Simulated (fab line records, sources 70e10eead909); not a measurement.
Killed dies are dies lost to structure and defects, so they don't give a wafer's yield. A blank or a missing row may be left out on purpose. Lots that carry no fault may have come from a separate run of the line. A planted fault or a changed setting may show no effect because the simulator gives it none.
Struck lot and sound lot, side by side :: flow nand_harc :: 40 out of 1302 route steps
Sound: these wafers, L403.2, L403.4, L403.5. Struck: wafers L418.2, L418.3. (L418.1 of the same lot was not struck and is left out.) The cause comes at the end.
Per side, at each step with rows, come the tool, then ch with its chambers, and then its first start. Under that, the readings that differ: sound wafers :: struck wafers :: difference of the means :: sigmas: that difference in standard deviations of wafers without a fault.
alike: readings whose means differ by less than 2 such deviations, and words and numbers that are the same on both sides. not compared: withheld readings, readings that some wafer has no value for, bounds like >300 that may hide the same value, and numbers for which the record gives no deviation and whose values overlap.
The two part at a step that has a row with sigmas, a row that says differs or no value, or rows on one side only. Numbers that have no deviation but don't overlap get no sigmas and don't part them. A reading that every wafer of one side lacks parts them only if that side has two wafers or more.

NHARC_A_CONTACT_OVL_MEAS_09:
  struck on overlay-01, day 28 21:14; sound on overlay-02, day 22 08:22
  alike: overlay_x_nm, overlay_y_nm
NHARC_A_CONTACT_INSPECT_10:
  struck on defect_inspect-02, day 28 21:16; sound on defect_inspect-01, day 22 08:25
  alike: raw_defect_count
then, 1 step without rows for these wafers: NHARC_A_CONTACT_DESCUM_13 (chemistry O2, time 3 s).
NHARC_A_CONTACT_ETCH_88: etches the open film in CF4, target depth 39 nm, time 65 s.
  sound on rie_diel-07 ch 1,3, day 22 08:34; struck on rie_diel-09 ch 0,2, day 28 21:25
reading: drypump_motor_current_A (A)
sound: 5.7 5.5 5.5
struck: 6.4 6.3
difference: +0.8
sigmas: +2
  alike: oes_product_au, rf_fwd_power_W, rf_vpp_V, showerhead_plenum_p_Torr, throttle_valve_pct
  not compared: rf_hours_counter_h
then, 4 steps without rows for these wafers: NHARC_A_CONTACT_ETCH_89 (etches the open film in N2/H2, target depth 260 nm, time 475.3 s); NHARC_A_CONTACT_ETCH_30 (etches the open film in CF4/CHF3, target depth 72.6 nm, time 36.3 s); NHARC_A_CONTACT_ETCH_31 (etches the open film in O2/COS, target depth 2800 nm, time 728 s); NHARC_A_CONTACT_ETCH_134 (etches the open film in C4F8/O2/Ar, time 140 s, target depth 700 nm).
NHARC_A_CONTACT_ETCH_135: etches the open film in C4F8/O2/Ar, time 311 s, target depth 1912 nm.
  sound on har_cap_etch-03 ch 0,1, day 22 09:53; struck on har_cap_etch-02 ch 0, day 28 22:40
  not compared: rf_hours_counter_h
NHARC_A_CONTACT_ETCH_136: etches the open film in C4F8/O2/Ar, time 311 s, target depth 1912 nm.
  sound on har_cap_etch-03 ch 0,1, day 22 10:09; struck on har_cap_etch-02 ch 0, day 28 22:56
  not compared: rf_hours_counter_h
then, 2 steps without rows for these wafers: NHARC_A_CONTACT_ETCH_137 (etches the open film in C4F8/O2/Ar, time 311 s, target depth 1912 nm); NHARC_A_CONTACT_ETCH_138 (etches the open film in C4F8/O2/Ar, time 311 s, target depth 1914 nm).
NHARC_A_CONTACT_ETCH_139: etches the open film in C4F8/O2/Ar, time 195 s, target depth 840 nm.
  sound on har_cap_etch-03 ch 0,1, day 22 10:58; struck on har_cap_etch-02 ch 0, day 28 23:45
  not compared: rf_hours_counter_h
NHARC_A_CONTACT_ETCH_92: etches the open film in CH3F/O2, target depth 40 nm, time 85.7 s.
  sound on rie_diel-04 ch 1,3, day 22 11:29; struck on rie_diel-09 ch 0,1, day 29 00:18
reading: rf_fwd_power_W (W)
sound: 494.0 493.2 494.4
struck: 497.0 500.2
difference: +4.7
sigmas: +2
  alike: drypump_motor_current_A, oes_product_au, rf_vpp_V, showerhead_plenum_p_Torr, throttle_valve_pct
  not compared: rf_hours_counter_h
NHARC_A_CONTACT_ETCH_98: etches the open film in C4F6/O2, target depth 20 nm, time 10 s.
  sound: rie_diel-04 ch 0,1,3; struck: rie_diel-09 ch 1,2
  alike: drypump_motor_current_A, oes_product_au, rf_fwd_power_W, rf_vpp_V, showerhead_plenum_p_Torr, throttle_valve_pct
  not compared: rf_hours_counter_h
NHARC_A_CONTACT_CD_MEAS_15:
  struck on cd_sem-02, day 29 00:31; sound on cd_sem-02, day 22 11:42
  alike: cd_nm
then, 20 steps without rows for these wafers: NHARC_A_CONTACT_STRIP_107 (strips in N2/H2); NHARC_A_CONTACT_STRIP_108 (strips in CF4/CHF3); NHARC_A_CONTACT_STRIP_109 (strips in O2/COS); NHARC_A_CONTACT_ETCH_110 (etches the open film in CF4/O2, target depth 60 nm, overetch 6 nm, time 33 s); NHARC_A_CONTACT_STRIP_26 (strips in O2); NHARC_A_CONTACT_STRIP_27 (strips in post etch residue remover, time 600 s); NHARC_A_CONTACT_ALD_18 (deposits TiN, target thk 3 nm, pulse time 1 s, ald cycles 150); NHARC_A_CONTACT_CVD_19 (deposits W, target thk 300 nm, time 802 s); NHARC_A_CONTACT_CMP_20 (polishes, t overpolish 30 s, target thk 300 nm); NHARC_A_CONTACT_SRD_22; NHARC_A_BLC_DEHYDRATE_00 (time 120 s); NHARC_A_BLC_HMDS_01 (time 30 s); NHARC_A_BLC_COAT_02 (time 75 s); NHARC_A_BLC_COAT_03 (time 65 s); NHARC_A_BLC_COAT_04 (resist thk 90 nm); NHARC_A_BLC_SOFTBAKE_05 (time 55 s); NHARC_A_BLC_EBR_06; NHARC_A_BLC_EXPOSE_07 (exposes mask A BLC, target cd 100 nm); NHARC_A_BLC_PEB_08 (peb time 65 s); NHARC_A_BLC_DEVELOP_09 (develop time 35 s).
NHARC_A_BLC_CD_MEAS_10: the cd target is 100 nm.
  sound on cd_sem-01 ch 0, day 22 15:31; struck on cd_sem-03 ch 0, day 29 03:30
  alike: cd_nm
NHARC_A_BLC_OVL_MEAS_11:
  struck on overlay-02, day 29 03:35; sound on overlay-02, day 22 15:36
  alike: overlay_x_nm, overlay_y_nm
then, 1 step without rows for these wafers: NHARC_A_BLC_DESCUM_15 (chemistry O2, time 3 s).
NHARC_END_SORT_01:
  here the record holds rows for the struck wafers (prober-01 ch 0, day 30 23:56) but none for the sound ones

WHERE THEY PART
Last at NHARC_END_SORT_01 as far as this record goes, first at NHARC_A_CONTACT_ETCH_88.

WHY: whatever the simulator had introduced
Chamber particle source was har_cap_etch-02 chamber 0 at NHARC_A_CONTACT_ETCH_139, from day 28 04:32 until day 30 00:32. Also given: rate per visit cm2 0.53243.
